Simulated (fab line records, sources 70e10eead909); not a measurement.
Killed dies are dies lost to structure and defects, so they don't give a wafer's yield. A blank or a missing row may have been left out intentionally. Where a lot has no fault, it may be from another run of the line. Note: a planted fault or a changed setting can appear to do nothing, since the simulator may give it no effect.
Chamber matching || flow nandHarc || 3 sister chambers for NHARC_P_M0_PRE_CLEAN_31 on pecvd-02
The step time 12 s. 6 wafers are shown with their chamber, then 7 later ones without.

## WAFERS WITH THEIR CHAMBER
{"wafer": "L143.1", "chamber": 0, "heaterPowerW (W)": 486, "rfFwdPowerW (W)": 293.2}
{"wafer": "L143.3", "chamber": 2, "heaterPowerW (W)": 601, "rfFwdPowerW (W)": 292.4}
{"wafer": "L145.3", "chamber": 2, "heaterPowerW (W)": 540, "rfFwdPowerW (W)": 292.4}
{"wafer": "L145.6", "chamber": 1, "heaterPowerW (W)": 573, "rfFwdPowerW (W)": 291.4}
{"wafer": "L149.1", "chamber": 1, "heaterPowerW (W)": 663, "rfFwdPowerW (W)": 293.0}
{"wafer": "L149.2", "chamber": 0, "heaterPowerW (W)": 473, "rfFwdPowerW (W)": 292.8}

## WAFERS WHOSE CHAMBER IS MISSING
{"wafer": "L149.4", "heaterPowerW (W)": 654, "rfFwdPowerW (W)": 293.0}
{"wafer": "L150.3", "heaterPowerW (W)": 488, "rfFwdPowerW (W)": 293.1}
{"wafer": "L150.4", "heaterPowerW (W)": 530, "rfFwdPowerW (W)": 293.7}
{"wafer": "L150.5", "heaterPowerW (W)": 475, "rfFwdPowerW (W)": 292.8}
{"wafer": "L151.4", "heaterPowerW (W)": 522, "rfFwdPowerW (W)": 293.5}
{"wafer": "L151.5", "heaterPowerW (W)": 539, "rfFwdPowerW (W)": 291.1}
{"wafer": "L151.6", "heaterPowerW (W)": 520, "rfFwdPowerW (W)": 293.3}

## CHAMBER TAKEN BY EACH
{"wafer": "L149.4", "from the rows above": "can't be placed: 1 or 2", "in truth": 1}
{"wafer": "L150.3", "from the rows above": "can't be placed: 0 or 2", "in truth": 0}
{"wafer": "L150.4", "from the rows above": "can't be placed: 0 or 2 or 1", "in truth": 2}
{"wafer": "L150.5", "from the rows above": "can't be placed: 0 or 2", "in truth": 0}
{"wafer": "L151.4", "from the rows above": "can't be placed: 0 or 2 or 1", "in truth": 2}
{"wafer": "L151.5", "from the rows above": "can't be placed: 2 or 1 or 0", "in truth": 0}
{"wafer": "L151.6", "from the rows above": "can't be placed: 0 or 2 or 1", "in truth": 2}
Correct placement for 0 of the 7. Cannot be placed on the basis of these rows: 7; the candidates contain the true chamber in 7. Number placed wrongly: 0.
How it was worked out, from the rows above alone: a wafer's distance from a chamber is the root of the sum, over the readings, of the square of ((its reading less the chamber's mean) divided by the reading's scatter). The wafer belongs to the nearest chamber; if the next one is less than 2 further off, it can't be placed. For every chamber, the mean is computed from those of its wafers that are shown. The scatter: take each reading less its chamber's mean, square it, sum over the shown wafers, divide by the number of wafers less the number of chambers, and take the root.
